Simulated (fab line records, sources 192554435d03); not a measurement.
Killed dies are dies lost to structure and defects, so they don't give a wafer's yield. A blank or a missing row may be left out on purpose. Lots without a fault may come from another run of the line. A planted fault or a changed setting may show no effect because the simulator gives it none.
Chamber matching | flow n5_finfet | N5_BEOL_M0_SAQP_SPACER1_ETCHBACK_99 on rie_diel-06: 3 sister chambers
The step etches SiO2 in CHF3/O2, target depth 15.4 nm, time 7.7 s. 16 wafers are shown with their chamber, then 7 later ones without.

WAFERS WITH THEIR CHAMBER
wafer  | chamber | rf_vpp_V (V) | showerhead_plenum_p_Torr (Torr) | oes_o_777_au (a.u.)
L537.1 | 3       | 543          | 2.27                            | 0.68
L537.2 | 0       | 500          | 2.45                            | 0.81
L537.3 | 2       | 512          | 2.38                            | 0.74
L538.2 | 0       | 500          | 2.45                            | 0.81
L538.5 | 3       | 542          | 2.26                            | 0.68
L538.6 | 0       | 502          | 2.45                            | 0.81
L540.2 | 2       | 510          | 2.38                            | 0.74
L540.3 | 0       | 501          | 2.45                            | 0.81
L540.5 | 0       | 501          | 2.45                            | 0.80
L541.1 | 3       | 542          | 2.26                            | 0.68
L541.3 | 0       | 499          | 2.45                            | 0.79
L541.4 | 2       | 510          | 2.38                            | 0.74
L551.1 | 2       | 512          | 2.37                            | 0.72
L551.2 | 0       | 501          | 2.44                            | 0.78
L551.5 | 0       | 499          | 2.44                            | 0.78
L553.1 | 0       | 501          | 2.44                            | 0.78

SIGNATURES (means of the wafers above)
reading                  | chamber 0 | chamber 2 | chamber 3 | scatter within a chamber
rf_vpp_V                 | 500.44    | 511.00    | 542.33    | 0.996
showerhead_plenum_p_Torr | 2.4467    | 2.3775    | 2.2633    | 0.00513
oes_o_777_au             | 0.7967    | 0.7350    | 0.6800    | 0.0121
Rule: a wafer's distance from a chamber is the root of the sum, over the readings, of the square of ((its reading less the chamber's mean) divided by the reading's scatter). The wafer belongs to the nearest chamber; if the next one is less than 2 further off, it can't be placed. The scatter: the root of (the sum of the squares of (reading less its chamber's mean) over the shown wafers, divided by (wafers less chambers)).

WAFERS WITHOUT THEIR CHAMBER
wafer  | rf_vpp_V (V) | showerhead_plenum_p_Torr (Torr) | oes_o_777_au (a.u.)
L553.3 | 509          | 2.37                            | 0.72
L554.2 | 509          | 2.37                            | 0.71
L554.3 | 500          | 2.44                            | 0.77
L554.6 | 510          | 2.37                            | 0.71
L555.3 | 501          | 2.44                            | 0.77
L555.5 | 500          | 2.44                            | 0.77
L555.6 | 509          | 2.37                            | 0.72

WHICH CHAMBER EACH WENT THROUGH
wafer  | from the rows above | in truth
L553.3 | 2                   | 2
L554.2 | 2                   | 2
L554.3 | 0                   | 0
L554.6 | 2                   | 2
L555.3 | 0                   | 0
L555.5 | 0                   | 0
L555.6 | 2                   | 2
Placed correctly: 7 of 7. Can't be placed from these rows: 0. Placed wrongly: 0.
